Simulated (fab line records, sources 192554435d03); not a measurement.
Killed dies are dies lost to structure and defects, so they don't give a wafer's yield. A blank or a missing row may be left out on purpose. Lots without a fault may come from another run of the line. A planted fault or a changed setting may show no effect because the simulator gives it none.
fab line records | flow n5_finfet
record lots=7 wafers=21
route steps=1938 shown HKMG_FIN@395 GATE_CUT@469 MOL_CONTACT_COAG@518
start_h: hours from the record's first day to the start of the lot's first wafer shown | wait_h: hours since the lot's step before | " the same as in the row above | L1.1+2: a row that stands for several wafers | - no value, or no start given | * or withheld: withheld | < > ~ a bound
route shown NAME@n: a module of which the file shows steps, and the number in the route of the first | usual: mean/standard deviation of fault-free wafers | same: alike in all rows | chamber/n: place in a boat | sites: the reading at each site | _std_site: their standard deviation | _edge_site: outer sites' mean less inner sites' | radius_mm: how far each site lies from the wafer's centre | mask NAME#n: copy n | behind: the tool/chamber that last shaped the wafer | hold: why the lot was held/for how many hours/how that ended | device: the transistor (n, p or np) that didn't switch | end of line: the same wafers' tests at the end of the route | a step without rows: its recipe alone | killed: dies lost to structure and defects at the first sort, not the wafer's yield | map: a wafer's dies, x killed, . not, _ none there
set.NAME: the setting as run; set.NAME@STEP: as run at that earlier step | model.NAME: the simulator's own value behind a step, which no gauge read
lots whose settings were changed on purpose; a table a step, a row a wafer
## steps
# step N5_HKMG_FIN_EXPOSE_46
# recipe mask_id=NDIPOLE na=1.35 source_shape=conventional sigma_outer=0.8 polarization=unpolarized dose_mj=40
# columns lot.wafer tool chamber start_h wait_h mask set.dose_mj
L074.3+4+6 arfi_scanner-01 0 71.60 - NDIPOLE#0 40
L075.2+3 arfi_scanner-03 0 78.38 - NDIPOLE#0 37.33
L075.5 " 0 " " NDIPOLE#0 40
L083.2+3+4 arfi_scanner-02 0 127.09 - NDIPOLE#0 37.2
L088.2+3+5 arfi_scanner-02 0 164.45 - NDIPOLE#0 40
L091.3+4+5 arfi_scanner-02 0 175.61 - NDIPOLE#0 42.02
L096.1+2 arfi_scanner-02 0 205.53 - NDIPOLE#0 37.17
L096.3 " 0 " " NDIPOLE#0 40
L097.2+4 arfi_scanner-03 0 228.59 - NDIPOLE#0 40
L097.3 " 0 " " NDIPOLE#0 37.31
# step N5_HKMG_FIN_PEB_47
# recipe peb_temp_c=withheld peb_time_s=60 resist=CAR-ArF
# step N5_HKMG_FIN_DEVELOP_48
# recipe develop_time_s=30 developer=TMAH resist=CAR-ArF rinse_liquid=diw dry=air_spin dev_temp_c=23
# step N5_HKMG_FIN_CD_MEAS_49
# recipe target_cd_nm=202 landing_energy_ev=500 detector=se_inlens polarity=opening
# usual cd_nm=202.2/0.57
# columns lot.wafer tool chamber start_h wait_h set.dose_mj@HKMG_FIN_EXPOSE_46 cd_nm
L074.3 cd_sem-01 0 71.71 - 40 201.9
L074.4 " 0 " " 40 202.1
L074.6 " 0 " " 40 201.6
L075.2 cd_sem-02 0 78.50 - 37.33 197.8
L075.3 " 0 " " 37.33 197.8
L075.5 " 0 " " 40 201.7
L083.2 cd_sem-03 0 127.21 - 37.2 198.5
L083.3 " 0 " " 37.2 198.9
L083.4 " 0 " " 37.2 198.9
L088.2 cd_sem-01 0 164.57 - 40 202.4
L088.3 " 0 " " 40 202.0
L088.5 " 0 " " 40 202.4
L091.3 cd_sem-03 0 175.73 - 42.02 205.0
L091.4 " 0 " " 42.02 205.6
L091.5 " 0 " " 42.02 206.0
L096.1 cd_sem-01 0 205.65 - 37.17 198.9
L096.2 " 0 " " 37.17 199.1
L096.3 " 0 " " 40 202.3
L097.2 cd_sem-02 0 228.71 - 40 203.3
L097.3 " 0 " " 37.31 199.2
L097.4 " 0 " " 40 203.0
# step N5_HKMG_FIN_DESCUM_53
# recipe chemistry=O2 time_s=7.9 source_power_w=50 bias_power_w=20 pressure_mtorr=20 rf_frequency_hz=2.712e+07 temp_c=40 resist=CAR-ArF o2_flow_sccm=225
# step N5_HKMG_FIN_ETCH_54
# recipe chemistry=CF4 target=SiARC target_depth_a=455 mask_material=CAR-ArF time_s=75.8 ion_energy_ev=80 pressure_mtorr=40 source_w=545 bias_w=36 Ar_flow_sccm=100 cf4_flow_sccm=100 ends=cleared
# columns lot.wafer tool chamber start_h wait_h set.dose_mj@HKMG_FIN_EXPOSE_46 model.HKMG_FIN.cd_offset_nm
L074.3 rie_diel-01 2 71.88 0.0 40 -0.2
L074.4 " 0 " " 40 0
L074.6 " 2 " " 40 -0.4
L075.2 rie_diel-04 0 78.69 0.0 37.33 -4.6
L075.3 " 3 " " 37.33 -3.8
L075.5 " 3 " " 40 -0.2
L083.2 rie_diel-04 1 127.63 0.0 37.2 -4
L083.3 " 3 " " 37.2 -3.2
L083.4 " 2 " " 37.2 -3.4
L088.2 rie_diel-03 0 164.70 0.0 40 0.4
L088.3 " 3 " " 40 0.2
L088.5 " 3 " " 40 0.6
L091.3 rie_diel-04 2 176.53 0.0 42.02 3.2
L091.4 " 0 " " 42.02 3.4
L091.5 " 1 " " 42.02 3.8
L096.1 rie_diel-01 1 206.09 0.0 37.17 -3.2
L096.2 " 2 " " 37.17 -3
L096.3 " 3 " " 40 0.4
L097.2 rie_diel-01 2 229.38 0.0 40 1.2
L097.3 " 3 " " 37.31 -3
L097.4 " 1 " " 40 1
# step N5_HKMG_FIN_ETCH_55
# recipe chemistry=N2/H2 target=SOC target_depth_a=2400 temp_c=40 time_s=300 ion_energy_ev=200 mask_material=SiARC pressure_mtorr=30 source_w=840 bias_w=150 n2_flow_sccm=200 h2_flow_sccm=200
# columns lot.wafer tool chamber start_h wait_h set.dose_mj@HKMG_FIN_EXPOSE_46 model.HKMG_FIN.cd_offset_nm
L074.3 rie_diel-01 2 71.93 0.0 40 0
L074.4 " 0 " " 40 0.4
L074.6 " 2 " " 40 -0.4
L075.2+3 rie_diel-04 0,3 78.74 0.0 37.33 -4.4
L075.5 " 3 " " 40 -1
L083.2 rie_diel-04 1 127.68 0.0 37.2 -3.8
L083.3 " 3 " " 37.2 -3.2
L083.4 " 2 " " 37.2 -3.4
L088.2+5 rie_diel-03 0,3 164.75 0.0 40 1.2
L088.3 " 3 " " 40 0.2
L091.3 rie_diel-04 2 176.59 0.0 42.02 3.4
L091.4 " 0 " " 42.02 3.8
L091.5 " 1 " " 42.02 3.6
L096.1 rie_diel-01 1 206.14 0.0 37.17 -3
L096.2 " 2 " " 37.17 -2.8
L096.3 " 3 " " 40 0.6
L097.2 rie_diel-01 2 229.43 0.0 40 1.4
L097.3 " 3 " " 37.31 -2.6
L097.4 " 1 " " 40 1.2
# step N5_HKMG_FIN_STRIP_56
# recipe chemistry=N2/H2 temp_c=40 n2_flow_sccm=200 h2_flow_sccm=200 rf_frequency_hz=6e+07
# step N5_HKMG_FIN_STRIP_57
# recipe chemistry=CF4 resist=SiARC power_w=300 bias_power_w=75 pressure_mtorr=50 cf4_flow_sccm=150 rf_frequency_hz=6e+07
# step N5_HKMG_FIN_WET_ETCH_82
# recipe chemistry=dHCl mix=1:10000 temp_c=25 target=La2O3 stop_on=HfO2 target_depth_nm=2 dry=ipa_marangoni rinse_time_s=30 rinse_temp_c=23
# step N5_HKMG_FIN_ALD_36
# recipe material=TiN target_thk_a=10 temp_c=400 ald_precursor_family=TiCl4 ald_co_reactant=NH3 pulse_time_s=1 purge_time_s=3 co_reactant_purge_time_s=2 co_reactant_pulse_time_s=2 ald_cycles=47 pressure_torr=3
# step N5_HKMG_FIN_THK_MEAS_70
# recipe thk_meas_gauge=xrf reads=HfO2_of_HKMG_FIN_HK_ALD_01
# usual HK_THK=1.579/0.021
# columns lot.wafer tool chamber start_h wait_h set.ald_cycles@HKMG_FIN_HK_ALD_01 HK_THK[nm]
L074.3 film_metro-02 - 74.39 0.2 30 1.572
L074.4 " - " " 30 1.582
L074.6 " - " " 30 1.608
L075.2 film_metro-02 - 81.06 0.2 30 1.574
L075.3 " - " " 30 1.587
L075.5 " - " " 30 1.563
L083.2 film_metro-02 - 130.43 0.2 27 1.411
L083.3 " - " " 27 1.426
L083.4 " - " " 30 1.553
L088.2 film_metro-02 - 167.07 0.2 30 1.577
L088.3 " - " " 30 1.604
L088.5 " - " " 30 1.539
L091.3 film_metro-02 - 178.94 0.2 30 1.576
L091.4 " - " " 30 1.597
L091.5 " - " " 30 1.580
L096.1 film_metro-02 - 208.47 0.2 28 1.480
L096.2 " - " " 30 1.555
L096.3 " - " " 30 1.546
L097.2 film_metro-01 - 231.75 0.2 30 1.586
L097.3 " - " " 30 1.596
L097.4 " - " " 30 1.594
# step N5_GATE_CUT_ETCH_58
# recipe chemistry=CH3F/O2 target=SiNx target_depth_a=170 time_s=128.6 ion_energy_ev=50 pressure_mtorr=30 source_w=415 bias_w=21 Ar_flow_sccm=150 CH3F_flow_sccm=30 O2_flow_sccm=20
# columns lot.wafer tool chamber start_h wait_h set.time_s model.etch.depth_nm
L074.3 rie_diel-05 1 79.93 0.0 128.6 16.67
L074.4 " 0 " " 128.6 16.75
L074.6 " 3 " " 109.2 14.19
L075.2 rie_diel-05 2 87.28 0.0 156.2 20.84
L075.3 " 0 " " 128.6 16.8
L075.5 " 2 " " 128.6 17.15
L083.2 rie_diel-06 1 136.11 0.0 128.6 17.17
L083.3 " 0 " " 128.6 17.04
L083.4 " 1 " " 128.6 17.37
L088.2 rie_diel-02 2 172.86 0.0 128.6 17.74
L088.3 " 0 " " 128.6 17.21
L088.5 " 0 " " 128.6 17.1
L091.3 rie_diel-05 2 185.29 0.0 108.5 14.44
L091.4 " 1 " " 128.6 16.93
L091.5 " 2 " " 128.6 17.01
L096.1 rie_diel-02 2 214.56 0.2 128.6 17.52
L096.2 " 0 " " 150.8 19.94
L096.3 " 1 " " 128.6 17.28
L097.2 rie_diel-06 3 237.82 0.0 146.5 19.21
L097.3 " 0 " " 128.6 16.84
L097.4 " 1 " " 128.6 17.15
# step N5_MOL_CONTACT_COAG_COAT_104
# recipe resist=SiARC temp_c=220 time_s=60 spin_rpm=1500 resist_thk_nm=12
# columns lot.wafer tool chamber start_h wait_h set.spin_rpm model.SiARC_of_MOL_CONTACT_COAG_COAT_104.thk_nm
L074.3 litho_track-01 0 - - 1438 12.2
L074.4+6 " 0 " " 1500 12
L075.2+3+5 litho_track-03 0 - - 1500 12
L083.2+3+4 litho_track-01 0 - - 1500 12
L088.2+3+5 litho_track-01 0 - - 1500 12
L091.3+4 litho_track-01 0 - - 1604 11.6
L091.5 " 0 " " 1500 12
L096.1+2 litho_track-05 0 - - 1500 12
L096.3 " 0 " " 1433 12.4
L097.2+3+4 litho_track-05 0 - - 1500 12
# step N5_MOL_CONTACT_COAG_EXPOSE_05
# recipe mask_id=CA na=0.33 source_shape=annular sigma_inner=0.4 sigma_outer=0.8 polarization=unpolarized defocus_nm=0 dose_mj=38.25
# columns lot.wafer tool chamber start_h wait_h mask set.dose_mj
L074.3+4+6 euv_scanner-01 0 87.20 - CA#0 38.25
L075.2+3 euv_scanner-01 0 94.50 - CA#0 35.97
L075.5 " 0 " " CA#0 38.25
L083.2+3 euv_scanner-01 0 143.37 - CA#0 37.03
L083.4 " 0 " " CA#0 38.25
L088.2+3+5 euv_scanner-02 0 180.12 - CA#0 38.25
L091.3+5 euv_scanner-02 0 194.55 - CA#0 38.25
L091.4 " 0 " " CA#0 40.71
L096.1+2+3 euv_scanner-01 0 222.25 - CA#0 38.25
L097.2+3+4 euv_scanner-02 0 245.83 - CA#0 38.25
# step N5_MOL_CONTACT_COAG_PEB_06
# recipe peb_temp_c=100 peb_time_s=60 resist=CAR-EUV
# step N5_MOL_CONTACT_COAG_DEVELOP_07
# recipe develop_time_s=30 developer=TMAH resist=CAR-EUV rinse_liquid=surfactant_rinse dry=air_spin dev_temp_c=23
# step N5_MOL_CONTACT_COAG_CD_MEAS_08
# recipe target_cd_nm=28 landing_energy_ev=500 detector=se_inlens polarity=opening
# usual cd_nm=28.03/0.26
# columns lot.wafer tool chamber start_h wait_h set.dose_mj@MOL_CONTACT_COAG_EXPOSE_05 cd_nm
L074.3 cd_sem-03 0 87.32 - 38.25 28.36
L074.4 " 0 " " 38.25 27.70
L074.6 " 0 " " 38.25 28.08
L075.2 cd_sem-03 0 94.62 - 35.97 26.28
L075.3 " 0 " " 35.97 27.00
L075.5 " 0 " " 38.25 28.28
L083.2 cd_sem-02 0 143.49 - 37.03 27.43
L083.3 " 0 " " 37.03 27.64
L083.4 " 0 " " 38.25 28.09
L088.2 cd_sem-01 0 180.24 - 38.25 27.89
L088.3 " 0 " " 38.25 28.01
L088.5 " 0 " " 38.25 28.15
L091.3 cd_sem-03 0 194.67 - 38.25 28.30
L091.4 " 0 " " 40.71 29.70
L091.5 " 0 " " 38.25 27.96
L096.1 cd_sem-01 0 222.38 - 38.25 27.76
L096.2 " 0 " " 38.25 27.80
L096.3 " 0 " " 38.25 27.82
L097.2 cd_sem-03 0 245.95 - 38.25 28.23
L097.3 " 0 " " 38.25 28.03
L097.4 " 0 " " 38.25 28.51
# step N5_MOL_CONTACT_COAG_DESCUM_13
# recipe chemistry=O2 time_s=7 source_power_w=50 bias_power_w=20 pressure_mtorr=20 rf_frequency_hz=2.712e+07 temp_c=40 resist=CAR-EUV o2_flow_sccm=225
# step N5_MOL_CONTACT_COAG_ETCH_59
# recipe chemistry=N2/H2 target=underlayer target_depth_a=130 mask_material=CAR-EUV time_s=10.4 ion_energy_ev=200 pressure_mtorr=30 source_w=840 bias_w=150 n2_flow_sccm=200 h2_flow_sccm=200 ends=cleared
# columns lot.wafer tool chamber start_h wait_h set.dose_mj@MOL_CONTACT_COAG_EXPOSE_05 model.MOL_CONTACT_COAG.cd_offset_nm
L074.3+6 rie_diel-03 3 87.49 0.0 38.25 0.2
L074.4 " 0 " " 38.25 0
L075.2 rie_diel-04 3 94.98 0.0 35.97 -1.4
L075.3 " 0 " " 35.97 -1.6
L075.5 " 3 " " 38.25 0.2
L083.2+3 rie_diel-03 2,0 143.65 0.0 37.03 -0.8
L083.4 " 1 " " 38.25 0
L088.2 rie_diel-01 0 181.49 0.0 38.25 -0.2
L088.3+5 " 3,2 " " 38.25 0
L091.3 rie_diel-04 0 194.82 0.0 38.25 0.2
L091.4 " 2 " " 40.71 1.6
L091.5 " 0 " " 38.25 0
L096.1+2+3 rie_diel-04 1,0,3 222.54 0.0 38.25 0
L097.2+3+4 rie_diel-04 0,2,1 246.25 0.0 38.25 0.2
# step N5_MOL_CONTACT_COAG_ETCH_105
# recipe chemistry=CF4 target=SiARC target_depth_a=156 mask_material=CAR-EUV time_s=26 ion_energy_ev=80 pressure_mtorr=40 source_w=545 bias_w=36 Ar_flow_sccm=100 cf4_flow_sccm=100 ends=cleared
# columns lot.wafer tool chamber start_h wait_h set.spin_rpm@MOL_CONTACT_COAG_COAT_104 set.dose_mj@MOL_CONTACT_COAG_EXPOSE_05 model.MOL_CONTACT_COAG.cd_offset_nm model.etch.depth_nm
L074.3 rie_diel-03 3 87.51 0.0 1438 38.25 0.2 12.25
L074.4 " 0 " " 1500 38.25 0 12.01
L074.6 " 3 " " 1500 38.25 0.2 11.96
L075.2 rie_diel-04 3 95.00 0.0 1500 35.97 -1.6 12.08
L075.3 " 0 " " 1500 35.97 -1.6 12.02
L075.5 " 3 " " 1500 38.25 0.2 12.03
L083.2 rie_diel-03 2 143.67 0.0 1500 37.03 -1 11.98
L083.3 " 0 " " 1500 37.03 -0.8 11.94
L083.4 " 1 " " 1500 38.25 0 11.95
L088.2 rie_diel-01 0 181.51 0.0 1500 38.25 -0.2 12.02
L088.3 " 3 " " 1500 38.25 0 12.06
L088.5 " 2 " " 1500 38.25 0 12.03
L091.3 rie_diel-04 0 194.84 0.0 1604 38.25 0.2 11.65
L091.4 " 2 " " 1604 40.71 1.4 11.64
L091.5 " 0 " " 1500 38.25 0 12
L096.1 rie_diel-04 1 222.56 0.0 1500 38.25 0 12.06
L096.2 " 0 " " 1500 38.25 -0.2 12.09
L096.3 " 3 " " 1433 38.25 0 12.36
L097.2 rie_diel-04 0 246.27 0.0 1500 38.25 0.2 12.03
L097.3 " 2 " " 1500 38.25 0.2 11.99
L097.4 " 1 " " 1500 38.25 0.2 12
# step N5_MOL_CONTACT_COAG_ETCH_106
# recipe chemistry=N2/H2 target=SOC target_depth_a=800 overetch_a=160 mask_material=SiARC temp_c=40 time_s=120 ion_energy_ev=200 pressure_mtorr=30 source_w=840 bias_w=150 n2_flow_sccm=200 h2_flow_sccm=200
# step N5_MOL_CONTACT_COAG_STRIP_107
# recipe chemistry=N2/H2 temp_c=40 n2_flow_sccm=200 h2_flow_sccm=200 rf_frequency_hz=6e+07
# step N5_MOL_CONTACT_COAG_STRIP_108
# recipe chemistry=N2/H2 temp_c=40 n2_flow_sccm=200 h2_flow_sccm=200 rf_frequency_hz=6e+07
# step N5_MOL_CONTACT_COAG_CONTACT_ETCH_14
# recipe chemistry=C4F6/O2 target=SiO2 target_depth_a=275 overetch_a=85 mask_material=SOC pressure_mtorr=30 source_w=370 bias_w=185 Ar_flow_sccm=300 C4F6_flow_sccm=16 O2_flow_sccm=10 time_s=20 ion_energy_ev=259.6
# columns lot.wafer tool chamber start_h wait_h set.dose_mj@MOL_CONTACT_COAG_EXPOSE_05 model.MOL_CONTACT_COAG.cd_offset_nm
L074.3+4 rie_diel-03 3,0 87.64 0.0 38.25 0.2
L074.6 " 3 " " 38.25 0.4
L075.2+3 rie_diel-04 3,0 95.13 0.0 35.97 -1.6
L075.5 " 3 " " 38.25 0.2
L083.2+3 rie_diel-03 2,0 143.80 0.0 37.03 -1
L083.4 " 1 " " 38.25 0
L088.2 rie_diel-01 0 181.64 0.0 38.25 -0.2
L088.3+5 " 3,2 " " 38.25 0
L091.3 rie_diel-04 0 194.97 0.0 38.25 0.2
L091.4 " 2 " " 40.71 1.6
L091.5 " 0 " " 38.25 0
L096.1 rie_diel-04 1 222.69 0.0 38.25 0
L096.2 " 0 " " 38.25 -0.2
L096.3 " 3 " " 38.25 0.2
L097.2 rie_diel-04 0 246.40 0.0 38.25 -0.2
L097.3+4 " 2,1 " " 38.25 0
# step N5_MOL_CONTACT_COAG_STRIP_109
# recipe chemistry=C4F6/O2 resist=SiARC rf_frequency_hz=6e+07
# step N5_MOL_CONTACT_COAG_ETCH_15
# recipe chemistry=CH3F/O2 target=SiNx target_depth_a=70 mask_material=SOC stop_on=Si:P over_etch_frac=0.75 ion_energy_ev=120 pressure_mtorr=30 source_w=395 bias_w=73 Ar_flow_sccm=150 CH3F_flow_sccm=30 O2_flow_sccm=20
# step N5_MOL_CONTACT_COAG_ETCH_110
# recipe chemistry=CF4/O2 target=Si target_depth_a=25 time_s=8 pressure_mtorr=100 source_w=200 bias_w=12 ion_energy_ev=60 Ar_flow_sccm=100 cf4_flow_sccm=100 O2_flow_sccm=10
# step N5_MOL_CONTACT_COAG_STRIP_98
# recipe chemistry=N2/H2 power_w=500 temp_c=40 pressure_mtorr=50 rf_frequency_hz=6e+07 overash_fraction=0.3 bias_power_w=8 h2_frac=0.5 n2_flow_sccm=300 h2_flow_sccm=300
# step N5_MOL_CONTACT_COAG_CD_MEAS_99
# recipe target_cd_nm=17.2 polarity=opening
# usual cd_nm=17.2/0.31
# columns lot.wafer tool chamber start_h wait_h set.dose_mj@MOL_CONTACT_COAG_EXPOSE_05 cd_nm
L074.3 cd_sem-02 - 87.86 - 38.25 17.6
L074.4 " - " " 38.25 17.6
L074.6 " - " " 38.25 17.9
L075.2 cd_sem-03 - 95.34 - 35.97 15.8
L075.3 " - " " 35.97 15.3
L075.5 " - " " 38.25 17.4
L083.2 cd_sem-02 - 144.01 - 37.03 16.3
L083.3 " - " " 37.03 16.4
L083.4 " - " " 38.25 16.8
L088.2 cd_sem-01 - 181.85 - 38.25 17.2
L088.3 " - " " 38.25 17.2
L088.5 " - " " 38.25 17.2
L091.3 cd_sem-03 - 195.19 - 38.25 17.8
L091.4 " - " " 40.71 19.1
L091.5 " - " " 38.25 16.9
L096.1 cd_sem-03 - 222.90 - 38.25 17.2
L096.2 " - " " 38.25 16.7
L096.3 " - " " 38.25 17.6
L097.2 cd_sem-02 - 246.62 - 38.25 16.8
L097.3 " - " " 38.25 17.1
L097.4 " - " " 38.25 17.0
# step N5_MOL_CONTACT_COAG_VIA_ETCH_46
# recipe chemistry=C4F6/O2 target_depth_a=460 overetch_a=92 mask_material=SOC target=SiO2 bias_w=455 pressure_mtorr=10 time_s=40 source_w=325 Ar_flow_sccm=300 C4F6_flow_sccm=10 O2_flow_sccm=10 ion_energy_ev=575.3 ends=end_point
# usual rf_vpp_V=1591/17
# columns lot.wafer tool chamber start_h wait_h set.bias_w rf_vpp_V
L074.3 rie_diel-03 0 98.20 0.0 455 1583
L074.4 " 1 " " 455 1605
L074.6 " 3 " " 455 1598
L075.2 rie_diel-03 1 107.15 0.0 455 1604
L075.3 " 3 " " 455 1599
L075.5 " 0 " " 455 1583
L083.2 rie_diel-03 1 155.50 0.0 455 1604
L083.3 " 3 " " 395.3 1438
L083.4 " 3 " " 455 1597
L088.2 rie_diel-04 2 194.19 0.0 455 1570
L088.3 " 1 " " 455 1592
L088.5 " 2 " " 455 1570
L091.3 rie_diel-03 0 204.46 0.0 487.8 1668
L091.4 " 3 " " 487.8 1681
L091.5 " 1 " " 455 1605
L096.1 rie_diel-01 2 234.00 0.0 455 1600
L096.2 " 1 " " 455 1614
L096.3 " 0 " " 455 1590
L097.2 rie_diel-01 2 255.93 0.0 455 1602
L097.3 " 3 " " 475.8 1622
L097.4 " 1 " " 455 1615
## key
split step=N5_HKMG_FIN_EXPOSE_46 setting=dose_mj stated=40 by=wafer
response step=N5_HKMG_FIN_CD_MEAS_49 reading=cd_nm change=+0.548 per=1% r=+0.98
response step=N5_HKMG_FIN_ETCH_54 reading=model.HKMG_FIN.cd_offset_nm change=+0.565 per=1% r=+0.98
response step=N5_HKMG_FIN_ETCH_55 reading=model.HKMG_FIN.cd_offset_nm change=+0.527 per=1% r=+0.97
split step=N5_GATE_CUT_ETCH_58 setting=time_s stated=128.6 by=wafer
response step=N5_GATE_CUT_ETCH_58 reading=model.etch.depth_nm change=+0.165 per=1% r=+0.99
split step=N5_MOL_CONTACT_COAG_COAT_104 setting=spin_rpm stated=1500 by=wafer
response step=N5_MOL_CONTACT_COAG_COAT_104 reading=model.SiARC_of_MOL_CONTACT_COAG_COAT_104.thk_nm change=-0.0633 per=1% r=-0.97
response step=N5_MOL_CONTACT_COAG_ETCH_105 reading=model.etch.depth_nm change=-0.0571 per=1% r=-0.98
split step=N5_MOL_CONTACT_COAG_EXPOSE_05 setting=dose_mj stated=38.25 by=wafer
response step=N5_MOL_CONTACT_COAG_CD_MEAS_08 reading=cd_nm change=+0.249 per=1% r=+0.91
response step=N5_MOL_CONTACT_COAG_ETCH_59 reading=model.MOL_CONTACT_COAG.cd_offset_nm change=+0.256 per=1% r=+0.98
response step=N5_MOL_CONTACT_COAG_ETCH_105 reading=model.MOL_CONTACT_COAG.cd_offset_nm change=+0.252 per=1% r=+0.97
response step=N5_MOL_CONTACT_COAG_CONTACT_ETCH_14 reading=model.MOL_CONTACT_COAG.cd_offset_nm change=+0.271 per=1% r=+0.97
response step=N5_MOL_CONTACT_COAG_CD_MEAS_99 reading=cd_nm change=+0.274 per=1% r=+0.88
split step=N5_MOL_CONTACT_COAG_VIA_ETCH_46 setting=bias_w stated=455 by=wafer
response step=N5_MOL_CONTACT_COAG_VIA_ETCH_46 reading=rf_vpp_V change=+11 per=1% r=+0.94
split outside_this_file step=N5_HKMG_FIN_HK_ALD_01 setting=ald_cycles
# split outside_this_file: this setting was split too, and the file shows its column; the key of that split is in another file
